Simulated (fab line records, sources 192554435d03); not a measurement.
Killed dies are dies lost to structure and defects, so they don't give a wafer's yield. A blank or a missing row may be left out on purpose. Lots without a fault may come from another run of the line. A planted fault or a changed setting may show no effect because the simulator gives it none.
Split-lot experiment | flow n5_finfet | 7 lots, 39 wafers read, on a route of 1938 steps

THE SPLIT
At N5_HKMG_FIN_DEVELOP_48 (develop time 30 s), the setting develop_time_s was moved away from the recipe's 30 s on 18 of the 39 wafers read, by -53.2% to +27.3%. The other wafers ran this setting at the recipe's value.

The file shows no step between the split and the reading.

THE READING
cd_nm, in nm, at N5_HKMG_FIN_CD_MEAS_49 (target cd 202 nm). Fault-free wafers of this fab line usually give 202.0 nm, standard deviation 0.73 nm.

wafer  | tool, chamber at the split | develop_time_s as run, s | against the recipe | cd_nm, nm | against lot-mates on the recipe
L074.1 | litho_track-01, 0          | 30                       | recipe             | 200.8     | -
L074.2 | litho_track-01, 0          | 30                       | recipe             | 201.5     | -
L074.3 | litho_track-01, 0          | 30                       | recipe             | 200.8     | -
L074.4 | litho_track-01, 0          | 20.39                    | -32.0%             | 199.5     | -1.5
L074.5 | litho_track-01, 0          | 20.39                    | -32.0%             | 199.3     | -1.7
L074.6 | litho_track-01, 0          | 20.39                    | -32.0%             | 198.7     | -2.3
L075.1 | litho_track-04, 0          | 14.04                    | -53.2%             | 198.6     | -3.3
L075.2 | litho_track-04, 0          | 14.04                    | -53.2%             | 198.3     | -3.6
L075.3 | litho_track-04, 0          | 30                       | recipe             | 201.6     | -
L075.4 | litho_track-04, 0          | 30                       | recipe             | 202.7     | -
L075.5 | litho_track-04, 0          | 14.04                    | -53.2%             | 198.4     | -3.5
L075.6 | litho_track-04, 0          | 30                       | recipe             | 201.3     | -
L081.3 | litho_track-02, 0          | 30                       | recipe             | 202.0     | -
L081.4 | litho_track-02, 0          | 30                       | recipe             | 200.0     | -
L081.6 | litho_track-02, 0          | 30                       | recipe             | 201.5     | -
L089.1 | litho_track-01, 0          | 30                       | recipe             | 201.4     | -
L089.2 | litho_track-01, 0          | 30                       | recipe             | 201.7     | -
L089.3 | litho_track-01, 0          | 25.4                     | -15.3%             | 201.5     | -0.4
L089.4 | litho_track-01, 0          | 30                       | recipe             | 202.5     | -
L089.5 | litho_track-01, 0          | 25.4                     | -15.3%             | 200.7     | -1.2
L089.6 | litho_track-01, 0          | 25.4                     | -15.3%             | 201.2     | -0.7
L090.1 | litho_track-01, 0          | 30                       | recipe             | 201.5     | -
L090.2 | litho_track-01, 0          | 30                       | recipe             | 201.9     | -
L090.3 | litho_track-01, 0          | 38.2                     | +27.3%             | 202.6     | +1.2
L090.4 | litho_track-01, 0          | 38.2                     | +27.3%             | 202.4     | +1.0
L090.5 | litho_track-01, 0          | 30                       | recipe             | 200.8     | -
L090.6 | litho_track-01, 0          | 38.2                     | +27.3%             | 202.4     | +1.0
L092.1 | litho_track-04, 0          | 23.64                    | -21.2%             | 201.6     | -0.5
L092.2 | litho_track-04, 0          | 30                       | recipe             | 202.4     | -
L092.3 | litho_track-04, 0          | 23.64                    | -21.2%             | 201.3     | -0.8
L092.4 | litho_track-04, 0          | 30                       | recipe             | 202.2     | -
L092.5 | litho_track-04, 0          | 30                       | recipe             | 201.7     | -
L092.6 | litho_track-04, 0          | 23.64                    | -21.2%             | 200.7     | -1.4
L095.1 | litho_track-02, 0          | 21.03                    | -29.9%             | 201.4     | -1.5
L095.2 | litho_track-02, 0          | 30                       | recipe             | 203.1     | -
L095.3 | litho_track-02, 0          | 21.03                    | -29.9%             | 201.5     | -1.4
L095.4 | litho_track-02, 0          | 30                       | recipe             | 203.2     | -
L095.5 | litho_track-02, 0          | 30                       | recipe             | 202.4     | -
L095.6 | litho_track-02, 0          | 21.03                    | -29.9%             | 201.2     | -1.7

THE FIT
A straight line over all 39 wafers: cd_nm changes by +0.0496 nm for each +1% of develop_time_s; r = +0.78; the points scatter about the line by 0.81 nm.
The same after taking each lot's own level away (the mean of its wafers on the recipe; 39 wafers): +0.0555 nm for each +1%; r = +0.92; scatter 0.47 nm.
On that fit, the largest move of develop_time_s shifts the reading by 3 nm.
The lots' own levels span 201.03 to 202.90 nm, that is 2.6 times the standard deviation above.
So the lot-to-lot level blurs the effect unless lot-mates are compared.
Check: with one of the wafers moved furthest among these (-53.2%) left out of the fit, the line predicts -2.94 nm for it against its lot-mates. It came out at -3.27 nm against them.

OTHER SPLITS ON THESE WAFERS
These wafers also went through other splits before the reading. Each is held against what the fit with the lots' levels taken away leaves over:
other split on the same wafers          | wafers away from the commonest value | r with cd_nm (lot level and that fit taken away)
N5_FIN_SAQP_DEVELOP_15 develop_time_s   | 12                                   | +0.04
N5_FIN_SAQP_SPACER2_ALD_28 target_thk_a | 12                                   | +0.07

THE WHOLE CHAIN: every reading that the file lists as answering this split, in the file's order
step                   | what it does                                           | reading                                                                | change (the file's fit)                | r (the file's)
N5_HKMG_FIN_CD_MEAS_49 | target cd 202 nm                                       | cd_nm                                                                  | +0.0564 nm for each +1% of the setting | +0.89
N5_HKMG_FIN_ETCH_54    | etches SiARC in CF4, target depth 45.5 nm, time 75.8 s | HKMG_FIN.cd_offset_nm (the simulator's own value, which no gauge read) | +0.0565 nm for each +1% of the setting | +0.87

THE FILE'S OWN FIT
cd_nm changes by +0.0564 nm for each +1% of develop_time_s, r = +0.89.
